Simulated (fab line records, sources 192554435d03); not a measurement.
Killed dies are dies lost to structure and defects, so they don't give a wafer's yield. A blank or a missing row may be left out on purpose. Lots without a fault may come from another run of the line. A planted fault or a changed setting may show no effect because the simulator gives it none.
One fault seen from 2 desks | flow n5_finfet | each desk has only its own numbers; what lay behind them comes last

THE DEFECT DESK
What the inspections along the route counted, lot by lot: means of the sampled wafers that have a number. A lot is out of limits, marked OUT, if its mean lies more than 4 standard deviations from the usual mean; the brackets give that distance.
Columns: A = raw_defect_count at N5_BEOL_M9_INSPECT_13, usual 425; B = raw_defect_count at N5_BEOL_M9_INSPECT_30, usual 417
lot  | first seen here | A   | B
L676 | day 10 05:57    | 454 | 426
L678 | day 10 22:34    | 401 | 402
L679 | day 11 05:34    | 472 | 478
L685 | day 11 22:22    | 384 | 407
L684 | day 12 00:19    | 391 | 411
L687 | day 12 14:20    | 435 | 439
L691 | day 13 19:57    | 465 | 438
L690 | day 13 23:37    | 329 | 319
L692 | day 14 07:15    | 444 | 447
L695 | day 14 16:22    | 545 | 525
L697 | day 15 22:35    | 379 | 349
L699 | day 16 02:43    | 423 | 464
This desk's finding: nothing out of limits on any of the 12 lots.

THE TOOL OWNER'S DESK: litho_track-04
The tool's own readings at N5_BEOL_M9_COAT_75 (time 60 s, resist thk 5 nm): means of the sampled wafers that have a number, for each lot that ran on this tool. A lot is out of limits, marked OUT, if its mean lies more than 4 standard deviations from the usual mean; the brackets give that distance.
Columns: A = dispense_pressure_kPa at N5_BEOL_M9_COAT_75, usual 53 kPa; B = spin_speed_rpm at N5_BEOL_M9_COAT_75, usual 1499.9 rpm
lot  | first seen here | A  | B
L678 | day 11 00:06    | 49 | 1499.0
L679 | day 11 08:01    | 49 | 1498.9
L684 | day 12 02:03    | 49 | 1331.9 (-99 or more) OUT
L687 | day 12 16:32    | 49 | 1331.5 (-99 or more) OUT
L697 | day 16 00:55    | 49 | 1500.5
This desk's finding: out of limits on L684, L687; first on L684, day 12 02:03 (spin_speed_rpm at N5_BEOL_M9_COAT_75). In limits: L678, L679, L697.

PUT TOGETHER
The tool owner's desk could have raised an alarm at day 12 02:03, on L684, L687.
The defect desk saw nothing out of limits.
The defect desk has L684, L687 on record, within its limits.
Of the lots named, all ran N5_BEOL_M9_COAT_75 on litho_track-04.

WHAT THE SIMULATOR HAD PUT IN
Process parameter drift: litho_track-04, from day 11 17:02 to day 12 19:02, at N5_BEOL_M9_COAT_75. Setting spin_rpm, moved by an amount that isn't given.
Lots struck among those shown: L684, L687.
Hours from the fault's start to each desk's first reading out of limits: the tool owner's desk, 9.
